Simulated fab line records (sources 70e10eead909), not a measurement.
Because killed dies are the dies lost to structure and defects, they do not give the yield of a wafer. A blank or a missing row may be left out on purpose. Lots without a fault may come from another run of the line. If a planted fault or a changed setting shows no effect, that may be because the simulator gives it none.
What tool caused it? + flow nand harc + 22 lots with 66 wafers sampled at 3 steps, on a route of 1159 steps

## WHAT THE GAUGES SHOWED, per wafer
NHARC_A_CONTACT_CD_MEAS_42: target cd 200 nm.
| lot  | measured     | on        | cd nm (nm)        |
|------|--------------|-----------|-------------------|
| L077 | day 16 19:38 | cd sem-01 | 200.3 200.3 200.6 |
| L076 | day 17 05:20 | cd sem-01 | 199.8 199.5 199.2 |
| L078 | day 17 09:35 | cd sem-02 | 199.8 199.4 199.2 |
| L079 | day 17 19:22 | cd sem-02 | 200.2 200.1 200.7 |
| L082 | day 18 02:04 | cd sem-02 | 199.8 200.4 199.7 |
| L081 | day 17 23:34 | cd sem-03 | 200.6 200.7 200.9 |
| L080 | day 18 06:46 | cd sem-02 | 199.9 200.1 199.6 |
| L083 | day 18 17:25 | cd sem-03 | 199.6 199.4 199.9 |
| L084 | day 18 17:12 | cd sem-03 | 200.2 199.6 199.7 |
| L088 | day 19 11:25 | cd sem-03 | 200.1 199.6 200.1 |
| L085 | day 19 08:07 | cd sem-01 | 200.9 199.9 200.1 |
| L086 | day 19 07:29 | cd sem-01 | 199.7 200.3 200.0 |
| L087 | day 19 13:50 | cd sem-02 | 201.1 201.3 201.0 |
| L089 | day 19 23:38 | cd sem-03 | 199.8 199.5 199.4 |
| L090 | day 20 16:55 | cd sem-02 | 199.1 199.2 199.3 |
| L094 | day 20 13:39 | cd sem-02 | 199.5 200.0 199.2 |
| L092 | day 20 21:52 | cd sem-03 | 200.4 199.4 200.3 |
| L095 | day 20 21:04 | cd sem-03 | 199.5 199.5 200.1 |
| L093 | day 21 02:55 | cd sem-02 | 200.1 199.8 200.7 |
| L091 | day 21 01:47 | cd sem-01 | 200.3 199.3 199.6 |
| L096 | day 21 08:49 | cd sem-01 | 199.8 199.7 199.8 |
| L097 | day 22 19:45 | cd sem-01 | 199.6 199.3 200.0 |

NHARC_A_CONTACT_OVL_MEAS_43.
| lot  | measured     | on         | overlay x nm (nm) | overlay y nm (nm) |
|------|--------------|------------|-------------------|-------------------|
| L077 | day 16 19:43 | overlay-01 | -0.1 -0.3 0.3     | -0.2 -0.1 -0.3    |
| L076 | day 17 05:25 | overlay-01 | -0.8 -1.1 -0.8    | 1.4 1.2 1.6       |
| L078 | day 17 09:40 | overlay-01 | 0.0 0.4 0.0       | -0.2 0.4 -0.1     |
| L079 | day 17 19:28 | overlay-01 | -0.5 0.4 0.2      | -0.2 -0.4 -0.3    |
| L082 | day 18 02:09 | overlay-01 | 1.8 2.1 2.1       | -0.8 -1.0 -0.9    |
| L081 | day 17 23:40 | overlay-01 | 0.7 0.4 0.9       | 0.1 0.3 -0.1      |
| L080 | day 18 06:52 | overlay-01 | 0.3 0.3 0.4       | 0.6 0.6 0.8       |
| L083 | day 18 17:31 | overlay-01 | 0.1 0.4 0.2       | 0.4 0.4 0.4       |
| L084 | day 18 17:17 | overlay-01 | -0.2 0.3 1.0      | 1.5 1.7 1.6       |
| L088 | day 19 11:30 | overlay-01 | -0.2 0.4 -0.2     | 0.8 0.1 0.9       |
| L085 | day 19 08:11 | overlay-02 | -0.7 -0.8 -0.7    | 0.1 0.9 0.0       |
| L086 | day 19 07:34 | overlay-02 | 1.1 0.8 0.9       | 1.5 1.9 1.7       |
| L087 | day 19 13:55 | overlay-01 | -0.5 0.5 0.1      | -1.6 -1.3 -1.9    |
| L089 | day 19 23:43 | overlay-02 | 0.5 0.3 -0.2      | 1.5 1.8 1.2       |
| L090 | day 20 17:01 | overlay-01 | 0.1 0.2 0.1       | -1.3 -1.1 -1.5    |
| L094 | day 20 13:44 | overlay-01 | -1.3 -0.7 -0.9    | 0.8 1.0 0.9       |
| L092 | day 20 21:57 | overlay-02 | 0.4 1.0 0.9       | 0.1 1.0 0.3       |
| L095 | day 20 21:09 | overlay-02 | 0.6 0.9 0.8       | -0.6 0.0 0.0      |
| L093 | day 21 03:00 | overlay-01 | -0.7 0.1 0.1      | 1.1 1.4 1.6       |
| L091 | day 21 01:52 | overlay-02 | 0.5 0.3 0.4       | -0.7 -0.8 -0.7    |
| L096 | day 21 08:54 | overlay-01 | -0.9 -1.1 -1.3    | -0.6 -0.2 0.1     |
| L097 | day 22 19:50 | overlay-02 | -1.3 -0.9 -0.9    | 0.1 0.3 -0.4      |

## EACH LOT AND THE TOOL THAT RAN IT (in order: tool; ch and the chambers of the sampled wafers; start)
| lot  | NHARC_A_WL_FILL_STRIP_29           |
|------|------------------------------------|
| L077 | rie diel-03 ch 1,3, day 16 04:07   |
| L076 | rie diel-03 ch 0,2,3, day 16 07:35 |
| L078 | rie diel-07 ch 0,3, day 16 07:36   |
| L079 | rie diel-03 ch 1,3, day 16 23:38   |
| L082 | rie diel-03 ch 0,3, day 17 06:10   |
| L081 | rie diel-11 ch 0,1,3, day 17 06:14 |
| L080 | rie diel-07 ch 0,3, day 17 06:40   |
| L083 | rie diel-03 ch 0,1,3, day 18 01:35 |
| L084 | rie diel-11 ch 0,1,3, day 18 01:36 |
| L088 | rie diel-07 ch 0,1,3, day 18 16:03 |
| L085 | rie diel-03 ch 2,3, day 18 16:04   |
| L086 | rie diel-11 ch 1,3, day 18 16:45   |
| L087 | rie diel-11 ch 1,2,3, day 18 19:10 |
| L089 | rie diel-03 ch 1,3, day 19 04:58   |
| L090 | rie diel-03 ch 2,3, day 19 22:49   |
| L094 | rie diel-11 ch 1,2,3, day 20 00:53 |
| L092 | rie diel-11 ch 1,3, day 20 06:13   |
| L095 | rie diel-03 ch 0,1,3, day 20 06:15 |
| L093 | rie diel-07 ch 1,2,3, day 20 09:23 |
| L091 | rie diel-03 ch 0,1,3, day 20 09:27 |
| L096 | rie diel-11 ch 1,2,3, day 20 10:14 |
| L097 | rie diel-11 ch 0,2,3, day 22 01:54 |
- NHARC_A_WL_FILL_STRIP_29: strips in O2, time 20 s.

## WHAT THE TOOLS THEMSELVES READ (means of the sampled wafers that have a number; where no wafer has one, the mark that the record gives instead)
NHARC_A_WL_FILL_STRIP_29.
| lot  | tool        | chamber pressure mTorr (mTorr) | drypump motor current A (A) | oes product au (a.u.) | rf vpp V (V) | showerhead plenum p Torr (Torr) | throttle valve pct (%) |
|------|-------------|--------------------------------|-----------------------------|-----------------------|--------------|---------------------------------|------------------------|
| L077 | rie diel-03 | 59.98                          | 6.0                         | 0.999                 | 57.7         | 3.32                            | 17.035                 |
| L076 | rie diel-03 | 59.99                          | 5.5                         | 0.997                 | 58.1         | 3.54                            | 17.039                 |
| L078 | rie diel-07 | 59.97                          | 6.2                         | 1.003                 | 58.5         | 3.66                            | 17.040                 |
| L079 | rie diel-03 | 60.04                          | 5.7                         | 0.996                 | 57.1         | 3.32                            | 17.036                 |
| L082 | rie diel-03 | 60.02                          | 5.4                         | 0.996                 | 58.3         | 3.42                            | 17.041                 |
| L081 | rie diel-11 | 60.03                          | 5.8                         | 0.997                 | 57.4         | 3.51                            | 17.032                 |
| L080 | rie diel-07 | 59.98                          | 6.1                         | 1.000                 | 58.2         | 3.63                            | 17.039                 |
| L083 | rie diel-03 | 60.01                          | 5.6                         | 0.998                 | 56.6         | 3.41                            | 17.034                 |
| L084 | rie diel-11 | 59.97                          | 5.8                         | 1.001                 | 57.4         | 3.51                            | 17.042                 |
| L088 | rie diel-07 | 59.94                          | 5.7                         | 1.006                 | 57.9         | 3.56                            | 17.027                 |
| L085 | rie diel-03 | 60.00                          | 5.5                         | 0.998                 | 57.6         | 3.45                            | 17.028                 |
| L086 | rie diel-11 | 60.04                          | 5.7                         | 1.008                 | 58.6         | 3.60                            | 17.032                 |
| L087 | rie diel-11 | 60.00                          | 5.7                         | 0.993                 | 59.0         | 3.59                            | 17.030                 |
| L089 | rie diel-03 | 60.00                          | 5.7                         | 0.995                 | 57.0         | 3.32                            | 17.031                 |
| L090 | rie diel-03 | 60.03                          | 5.7                         | 0.998                 | 58.7         | 3.56                            | 17.043                 |
| L094 | rie diel-11 | 59.98                          | 5.7                         | 0.994                 | 57.5         | 3.59                            | 17.040                 |
| L092 | rie diel-11 | 60.00                          | 5.8                         | 1.001                 | 57.7         | 3.64                            | 17.042                 |
| L095 | rie diel-03 | 59.99                          | 5.6                         | 0.992                 | 57.2         | 3.41                            | 17.039                 |
| L093 | rie diel-07 | 59.99                          | 5.6                         | 0.989                 | 57.8         | 3.58                            | 17.035                 |
| L091 | rie diel-03 | 60.04                          | 5.7                         | 1.000                 | 57.1         | 3.41                            | 17.020                 |
| L096 | rie diel-11 | 59.99                          | 5.7                         | 0.997                 | 58.7         | 3.59                            | 17.036                 |
| L097 | rie diel-11 | 60.03                          | 5.8                         | 0.991                 | 57.4         | 3.51                            | 17.024                 |

## THE ANSWER, worked out from the rows above alone
Rule: what is usual is taken from the lots themselves. Put in order of their means at a reading, lots are off if they are a third of the lots or fewer, leave a main group of 4 or more, and stand apart from it by a gap of 3 or more times the standard deviation of the main group's means; of several such gaps the widest counts. A main group is skipped when, at the precision printed for the reading in the tables above, its means are all equal. A lot without any number at a reading at which 4 lots or more have one is off too. All remaining lots with rows at the step are treated as sound. First the gauges in route order, then the tools' own readings, where a lot's mean is used as printed above. The first step at which some lot is off is used, and at that step the reading that is off furthest; a lot without a number counts as furthest.
No lot is off on any of the readings shown, so nothing can be concluded from this.

## WHAT WAS PUT IN BY THE SIMULATOR
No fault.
